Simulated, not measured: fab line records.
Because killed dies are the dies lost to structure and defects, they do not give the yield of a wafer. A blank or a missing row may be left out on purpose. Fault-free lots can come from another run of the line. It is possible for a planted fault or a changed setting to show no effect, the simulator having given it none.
Which of the tools did it? + flow nandHarc + 72 wafers from 24 lots sampled at 4 of the route's 1159 steps

== WHAT EACH GAUGE READ, for each wafer ==
NHARC_A_M0_THK_MEAS_24: measures by xrf. Usual: thkNm 114.2 nm, standard deviation 1.6.
| lot  | measured     | on           | thkNm (nm)        | flag |
|------|--------------|--------------|-------------------|------|
| L074 | day 17 12:52 | filmMetro-02 | 116.3 115.3 112.5 |      |
| L075 | day 18 00:03 | filmMetro-01 | 115.1 113.9 113.1 |      |
| L076 | day 18 03:13 | filmMetro-02 | 117.4 115.2 118.5 |      |
| L077 | day 18 03:34 | filmMetro-02 | 113.1 115.5 113.7 |      |
| L078 | day 19 09:50 | filmMetro-02 | 112.1 111.0 114.4 |      |
| L079 | day 19 11:26 | filmMetro-02 | 115.0 112.8 114.7 |      |
| L080 | day 19 16:47 | filmMetro-01 | 113.7 112.4 115.1 |      |
| L082 | day 19 22:08 | filmMetro-02 | 114.7 116.7 115.5 |      |
| L081 | day 19 22:26 | filmMetro-01 | 114.8 116.3 115.2 |      |
| L083 | day 20 07:47 | filmMetro-02 | 114.0 115.0 112.9 |      |
| L084 | day 20 13:17 | filmMetro-02 | 114.8 116.2 116.4 |      |
| L087 | day 20 16:49 | filmMetro-01 | 114.3 115.3 114.2 |      |
| L085 | day 20 22:50 | filmMetro-02 | 114.4 113.3 114.8 |      |
| L086 | day 21 03:11 | filmMetro-01 | 112.6 112.5 112.0 |      |
| L088 | day 21 13:24 | filmMetro-01 | 114.5 115.8 113.7 |      |
| L089 | day 21 13:45 | filmMetro-02 | 113.7 115.5 116.7 |      |
| L091 | day 22 00:50 | filmMetro-02 | 116.1 116.8 115.6 |      |
| L090 | day 22 07:27 | filmMetro-02 | 114.3 113.3 114.4 |      |
| L092 | day 22 13:10 | filmMetro-02 | 111.6 113.8 112.6 |      |
| L094 | day 22 20:56 | filmMetro-01 | 114.7 114.9 116.9 |      |
| L096 | day 22 22:00 | filmMetro-02 | 113.7 116.9 118.1 |      |
| L095 | day 23 03:33 | filmMetro-01 | 113.1 113.5 113.9 |      |
| L093 | day 23 03:59 | filmMetro-02 | 115.8 114.6 113.6 |      |
| L097 | day 23 18:58 | filmMetro-01 | 115.5 114.9 112.4 |      |

== WHICH TOOL RAN EACH LOT (tool, then ch and the chambers of the sampled wafers, then the start) ==
| lot  | NHARC_A_BLC_DESCUM_15             | NHARC_A_M0_STRIP_18               | NHARC_A_M0_PVD_20                      |
|------|-----------------------------------|-----------------------------------|----------------------------------------|
| L074 | rieDiel-13 ch 1,3, day 17 06:26   | rieDiel-07 ch 0,3, day 17 10:53   | pvdSputter-03, day 17 12:52 or earlier |
| L075 | rieDiel-13 ch 1,3, day 17 15:16   | rieDiel-12 ch 1,3, day 17 22:04   | pvdSputter-01, day 18 00:03 or earlier |
| L076 | rieDiel-02 ch 0,3, day 17 18:58   | rieDiel-12 ch 0,1, day 18 01:16   | pvdSputter-02, day 18 03:13 or earlier |
| L077 | rieDiel-08 ch 1,2,3, day 17 19:48 | rieDiel-03 ch 0,1,3, day 18 01:37 | pvdSputter-01, day 18 03:34 or earlier |
| L078 | rieDiel-02 ch 0,1,2, day 18 23:03 | rieDiel-07 ch 1,2,3, day 19 07:56 | pvdSputter-02, day 19 09:50 or earlier |
| L079 | rieDiel-13 ch 1,2, day 19 00:17   | rieDiel-03 ch 1,2,3, day 19 09:34 | pvdSputter-03, day 19 11:26 or earlier |
| L080 | rieDiel-13 ch 1,2, day 19 09:40   | rieDiel-12 ch 0,1,2, day 19 14:50 | pvdSputter-02, day 19 16:47 or earlier |
| L082 | rieDiel-13 ch 1,2, day 19 12:02   | rieDiel-03 ch 0,1, day 19 20:11   | pvdSputter-02, day 19 22:08 or earlier |
| L081 | rieDiel-02 ch 0,2,3, day 19 12:55 | rieDiel-12 ch 2,3, day 19 20:22   | pvdSputter-03, day 19 22:26 or earlier |
| L083 | rieDiel-08 ch 0,2,3, day 19 23:14 | rieDiel-03 ch 1,2,3, day 20 05:28 | pvdSputter-02, day 20 07:47 or earlier |
| L084 | rieDiel-02 ch 0,1,2, day 20 05:06 | rieDiel-03 ch 0,2,3, day 20 11:21 | pvdSputter-01, day 20 13:17 or earlier |
| L087 | rieDiel-13 ch 0,1,2, day 20 10:09 | rieDiel-07 ch 0,1,2, day 20 14:39 | pvdSputter-02, day 20 16:49 or earlier |
| L085 | rieDiel-13 ch 0,2, day 20 16:16   | rieDiel-03 ch 0,1,2, day 20 20:44 | pvdSputter-03, day 20 22:50 or earlier |
| L086 | rieDiel-13 ch 2,3, day 20 20:42   | rieDiel-07 ch 0,1,2, day 21 01:16 | pvdSputter-03, day 21 03:11 or earlier |
| L088 | rieDiel-02 ch 0,1,3, day 20 22:49 | rieDiel-03 ch 0,1,2, day 21 11:25 | pvdSputter-02, day 21 13:24 or earlier |
| L089 | rieDiel-13 ch 0,1,2, day 20 23:25 | rieDiel-03 ch 0,2,3, day 21 11:50 | pvdSputter-03, day 21 13:45 or earlier |
| L091 | rieDiel-13 ch 0,1,3, day 21 16:08 | rieDiel-12 ch 0,1,2, day 21 22:40 | pvdSputter-02, day 22 00:50 or earlier |
| L090 | rieDiel-13 ch 0,1, day 21 20:25   | rieDiel-12 ch 0,1,2, day 22 05:34 | pvdSputter-01, day 22 07:27 or earlier |
| L092 | rieDiel-08 ch 0,1,2, day 22 04:07 | rieDiel-07 ch 1,2,3, day 22 11:12 | pvdSputter-02, day 22 13:10 or earlier |
| L094 | rieDiel-02 ch 0,1,2, day 22 11:01 | rieDiel-03 ch 2,3, day 22 18:58   | pvdSputter-02, day 22 20:56 or earlier |
| L096 | rieDiel-08 ch 1,3, day 22 13:51   | rieDiel-07 ch 0,2,3, day 22 20:04 | pvdSputter-02, day 22 22:00 or earlier |
| L095 | rieDiel-02 ch 0,3, day 22 18:55   | rieDiel-07 ch 2,3, day 23 01:36   | pvdSputter-01, day 23 03:33 or earlier |
| L093 | rieDiel-02 ch 0,2, day 22 19:04   | rieDiel-12 ch 2,3, day 23 01:59   | pvdSputter-02, day 23 03:59 or earlier |
| L097 | rieDiel-08 ch 0,1, day 23 12:26   | rieDiel-12 ch 1,2,3, day 23 17:00 | pvdSputter-03, day 23 18:58 or earlier |
- NHARC_A_BLC_DESCUM_15: chemistry O2, time 3 s.
- NHARC_A_M0_STRIP_18: strips in N2/H2.
- NHARC_A_M0_PVD_20: deposits TaN, target thk 5 nm, time 8.06 s.

== AS READ BY THE TOOLS THEMSELVES (means over the sampled wafers that have a number; for cases with no such wafer, the mark the record gives instead) ==
NHARC_A_BLC_DESCUM_15. Usual: drypumpMotorCurrentA 5.6 A, standard deviation 0.43; oesProductAu 1.002 a.u., standard deviation 0.0099; rfVppV 57.6 V, standard deviation 0.88; showerheadPlenumPTorr 1.86 Torr, standard deviation 0.091; throttleValvePct 11.311 %, standard deviation 0.0097.
| lot  | tool       | drypumpMotorCurrentA (A) | oesProductAu (a.u.) | rfVppV (V) | showerheadPlenumPTorr (Torr) | throttleValvePct (%) | flag |
|------|------------|--------------------------|---------------------|------------|------------------------------|----------------------|------|
| L074 | rieDiel-13 | 5.1                      | 1.001               | 56.6       | 1.84                         | 11.313               |      |
| L075 | rieDiel-13 | 5.1                      | 1.002               | 57.6       | 1.84                         | 11.308               |      |
| L076 | rieDiel-02 | 5.1                      | 1.013               | 58.4       | 1.96                         | 11.304               |      |
| L077 | rieDiel-08 | 5.6                      | 0.992               | 58.1       | 1.87                         | 11.304               |      |
| L078 | rieDiel-02 | 5.5                      | 1.006               | 57.4       | 1.88                         | 11.321               |      |
| L079 | rieDiel-13 | 5.7                      | 1.008               | 57.1       | 1.82                         | 11.304               |      |
| L080 | rieDiel-13 | 5.7                      | 1.010               | 57.8       | 1.82                         | 11.315               |      |
| L082 | rieDiel-13 | 5.7                      | 1.008               | 58.0       | 1.82                         | 11.313               |      |
| L081 | rieDiel-02 | 5.2                      | 1.004               | 58.0       | 1.87                         | 11.319               |      |
| L083 | rieDiel-08 | 5.7                      | 0.991               | 57.2       | 1.84                         | 11.304               |      |
| L084 | rieDiel-02 | 5.5                      | 1.004               | 57.5       | 1.87                         | 11.301               |      |
| L087 | rieDiel-13 | 5.8                      | 1.005               | 56.9       | 1.87                         | 11.309               |      |
| L085 | rieDiel-13 | 6.2                      | 1.006               | 57.5       | 1.91                         | 11.315               |      |
| L086 | rieDiel-13 | 5.7                      | 0.992               | 57.3       | 1.83                         | 11.321               |      |
| L088 | rieDiel-02 | 5.4                      | 1.004               | 58.3       | 1.87                         | 11.306               |      |
| L089 | rieDiel-13 | 5.8                      | 0.996               | 57.4       | 1.87                         | 11.310               |      |
| L091 | rieDiel-13 | 5.5                      | 1.005               | 58.0       | 1.88                         | 11.308               |      |
| L090 | rieDiel-13 | 5.5                      | 1.006               | 57.2       | 1.87                         | 11.306               |      |
| L092 | rieDiel-08 | 5.6                      | 0.994               | 58.2       | 1.86                         | 11.303               |      |
| L094 | rieDiel-02 | 5.5                      | 1.014               | 56.7       | 1.87                         | 11.317               |      |
| L096 | rieDiel-08 | 5.7                      | 0.996               | 57.9       | 2.00                         | 11.315               |      |
| L095 | rieDiel-02 | 5.1                      | 1.000               | 57.7       | 1.87                         | 11.313               |      |
| L093 | rieDiel-02 | 5.4                      | 1.002               | 57.9       | 1.87                         | 11.314               |      |
| L097 | rieDiel-08 | 5.6                      | 0.991               | 57.2       | 1.81                         | 11.305               |      |

NHARC_A_M0_STRIP_18. Usual: drypumpMotorCurrentA 5.8 A, standard deviation 0.56; oesProductAu 0.995 a.u., standard deviation 0.01; rfVppV 90.8 V, standard deviation 1; showerheadPlenumPTorr 2.07 Torr, standard deviation 0.089; throttleValvePct 14.171 %, standard deviation 0.009.
| lot  | tool       | drypumpMotorCurrentA (A) | oesProductAu (a.u.) | rfVppV (V) | showerheadPlenumPTorr (Torr) | throttleValvePct (%) | flag |
|------|------------|--------------------------|---------------------|------------|------------------------------|----------------------|------|
| L074 | rieDiel-07 | 6.3                      | 0.993               | 90.6       | 1.99                         | 14.169               |      |
| L075 | rieDiel-12 | 5.5                      | 1.003               | 90.7       | 2.08                         | 14.163               |      |
| L076 | rieDiel-12 | 5.5                      | 0.984               | 91.7       | 2.10                         | 14.182               |      |
| L077 | rieDiel-03 | 5.5                      | 0.999               | 89.9       | 2.00                         | 14.168               |      |
| L078 | rieDiel-07 | 6.1                      | 0.991               | 91.2       | 2.08                         | 14.175               |      |
| L079 | rieDiel-03 | 5.5                      | 0.997               | 90.1       | 1.98                         | 14.166               |      |
| L080 | rieDiel-12 | 5.4                      | 0.987               | 91.4       | 2.12                         | 14.161               |      |
| L082 | rieDiel-03 | 5.2                      | 1.001               | 90.0       | 1.97                         | 14.165               |      |
| L081 | rieDiel-12 | 5.7                      | 0.996               | 91.4       | 2.17                         | 14.170               |      |
| L083 | rieDiel-03 | 5.4                      | 0.996               | 90.6       | 1.98                         | 14.173               |      |
| L084 | rieDiel-03 | 5.9                      | 0.999               | 91.8       | 2.06                         | 14.173               |      |
| L087 | rieDiel-07 | 6.3                      | 1.002               | 91.4       | 2.11                         | 14.168               |      |
| L085 | rieDiel-03 | 5.6                      | 0.990               | 91.5       | 2.03                         | 14.175               |      |
| L086 | rieDiel-07 | 6.3                      | 0.991               | 90.5       | 2.11                         | 14.167               |      |
| L088 | rieDiel-03 | 5.6                      | 0.998               | 90.0       | 2.03                         | 14.184               |      |
| L089 | rieDiel-03 | 5.9                      | 1.007               | 90.2       | 2.06                         | 14.173               |      |
| L091 | rieDiel-12 | 5.4                      | 0.997               | 91.7       | 2.12                         | 14.168               |      |
| L090 | rieDiel-12 | 5.4                      | 0.983               | 90.6       | 2.12                         | 14.170               |      |
| L092 | rieDiel-07 | 6.1                      | 1.001               | 90.1       | 2.08                         | 14.167               |      |
| L094 | rieDiel-03 | 5.8                      | 1.002               | 90.9       | 2.04                         | 14.178               |      |
| L096 | rieDiel-07 | 6.4                      | 0.988               | 90.2       | 2.05                         | 14.179               |      |
| L095 | rieDiel-07 | 6.2                      | 0.988               | 90.8       | 2.08                         | 14.167               |      |
| L093 | rieDiel-12 | 6.1                      | 1.001               | 90.1       | 2.16                         | 14.156               |      |
| L097 | rieDiel-12 | 5.6                      | 0.996               | 91.5       | 2.12                         | 14.170               |      |

NHARC_A_M0_PVD_20. Usual: chamberPressurePa 0.11998 Pa, standard deviation 0.00025; throttleValvePct 29.3 %, standard deviation 1.2.
| lot  | tool          | chamberPressurePa (Pa) | throttleValvePct (%) | flag |
|------|---------------|------------------------|----------------------|------|
| L074 | pvdSputter-03 | 0.12004                | 30.7                 |      |
| L075 | pvdSputter-01 | 0.11990                | 29.4                 |      |
| L076 | pvdSputter-02 | 0.11976                | 28.3                 |      |
| L077 | pvdSputter-01 | 0.11987                | 29.2                 |      |
| L078 | pvdSputter-02 | 0.11984                | 28.9                 |      |
| L079 | pvdSputter-03 | 0.12006                | 30.7                 |      |
| L080 | pvdSputter-02 | 0.12017                | 28.0                 |      |
| L082 | pvdSputter-02 | 0.11973                | 27.7                 |      |
| L081 | pvdSputter-03 | 0.12021                | 30.8                 |      |
| L083 | pvdSputter-02 | 0.12000                | 28.1                 |      |
| L084 | pvdSputter-01 | 0.12006                | 29.1                 |      |
| L087 | pvdSputter-02 | 0.12019                | 28.3                 |      |
| L085 | pvdSputter-03 | 0.11991                | 30.7                 |      |
| L086 | pvdSputter-03 | 0.11982                | 30.9                 |      |
| L088 | pvdSputter-02 | 0.11985                | 28.0                 |      |
| L089 | pvdSputter-03 | 0.11997                | 30.4                 |      |
| L091 | pvdSputter-02 | 0.12012                | 28.6                 |      |
| L090 | pvdSputter-01 | 0.12009                | 29.9                 |      |
| L092 | pvdSputter-02 | 0.12017                | 28.1                 |      |
| L094 | pvdSputter-02 | 0.12006                | 28.7                 |      |
| L096 | pvdSputter-02 | 0.11995                | 28.4                 |      |
| L095 | pvdSputter-01 | 0.11977                | 29.2                 |      |
| L093 | pvdSputter-02 | 0.12005                | 28.8                 |      |
| L097 | pvdSputter-03 | 0.11996                | 30.8                 |      |

== THE ANSWER, worked out from the rows above alone ==
Rule: a lot counts as off when the mean over its wafers that have a number is more than 3 standard deviations away from the usual mean. Also off: a lot with no number at a reading for which 4 or more lots have one. All remaining lots with rows at the step are treated as sound. The gauges are gone through in route order, then the tools' own readings, and for those a lot's mean is taken as printed above. The first step at which some lot is off is used, and at that step the reading that is off furthest; a lot without a number counts as furthest.
Nothing can be told from this: no lot is off at any reading shown.

== WHAT HAD BEEN PUT IN BY THE SIMULATOR ==
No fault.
